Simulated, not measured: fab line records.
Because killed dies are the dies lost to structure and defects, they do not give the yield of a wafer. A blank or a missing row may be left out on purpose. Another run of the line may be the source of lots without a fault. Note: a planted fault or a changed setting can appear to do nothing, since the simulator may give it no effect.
Comparing a struck lot with a sound one + flow nand_harc + 15 steps out of a route of 1159
Sound: these wafers, L510.2, L510.4, L510.5. Wafers L520.2, L520.4, L520.5 were the ones struck. The cause is given at the end.
Order at every step that has rows: each side's tool, ch and its chambers, its first start. Under that, the readings that differ: sound wafers + struck wafers + difference of the means + sigmas: that difference in standard deviations of wafers without a fault.
alike: same words and numbers on both sides, and readings whose means sit less than 2 such deviations apart. not compared: any withheld reading, any reading some wafer has no value for, any bound like >300 that may hide the same value, and any number with overlapping values for which the record gives no deviation.
The two part at a step that has a row with sigmas, a row that says differs or no value, or rows on one side only. Non-overlapping numbers with no deviation appear without sigmas and do not part them. A reading missing from all wafers of one side parts the sides only when that side holds two or more wafers.

first, 3 steps without rows for these wafers: NHARC_P_GATE_EXPOSE_08 (exposes mask P HV); NHARC_P_GATE_PEB_09 (peb time 85 s); NHARC_P_GATE_DEVELOP_10 (time 70 s).
NHARC_P_GATE_CD_MEAS_11 targets a cd of 1640 nm.
  sound on cd_sem-03 ch 0, day 4 05:50; struck on cd_sem-01 ch 0, day 6 22:50
  alike: cd_nm
then, 1 step without rows for these wafers: NHARC_P_GATE_HARDBAKE_12 (time 80 s).
NHARC_P_GATE_DESCUM_13: chemistry O2, time 3 s.
  sound on rie_diel-08 ch 0,2,3, day 4 06:02; struck on rie_diel-11 ch 1,2,3, day 6 23:01
  alike: drypump_motor_current_A, oes_product_au, rf_vpp_V, showerhead_plenum_p_Torr, throttle_valve_pct
  not compared: rf_hours_counter_h
then, 6 steps without rows for these wafers: NHARC_P_GATE_ETCH_14 (etches SiO2 in dHF, target depth 48.8 nm); NHARC_P_GATE_STRIP_15 (strips in SPM, time 780 s); NHARC_P_GATE_PRECLEAN_71 (cleans in SC1); NHARC_P_GATE_SRD_72; NHARC_P_GATE_OXIDE_16 (material SiO2, target thk 3 nm, ox time 392 s); NHARC_P_GATE_CVD_17 (deposits poly-Si, target thk 150 nm, time 900 s).
NHARC_P_GATE_HM_DEP_102: deposits aC, target thk 120 nm.
  sound on acl_dep-03 ch 0, day 4 18:53; struck on acl_dep-02 ch 0, day 7 12:39
  alike: susceptor_temp_C, throttle_valve_pct
NHARC_P_GATE_DEP_103: deposits SiON, target thk 30 nm.
  sound on pecvd-01 ch 0,1,2, day 4 19:30; struck on pecvd-03 ch 0,1,2, day 7 13:20
  alike: heater_power_w, susceptor_temp_C
-- the record jumps here: 14 days lie between the struck wafers' starts before and after (it left off in module P_GATE and takes up again in module END, whose first step shown is number 1159 of the route) --
NHARC_END_SORT_01:
  sound on prober-02 ch 0, day 19 19:53; struck on prober-01 ch 0, day 21 19:19
  alike: killed_at_array, killed_at_other, killed_at_periphery, killed_dies, killed_open, killed_short

== WHERE THEY PART ==
Nowhere in this record.

WHY: the cause the simulator had injected
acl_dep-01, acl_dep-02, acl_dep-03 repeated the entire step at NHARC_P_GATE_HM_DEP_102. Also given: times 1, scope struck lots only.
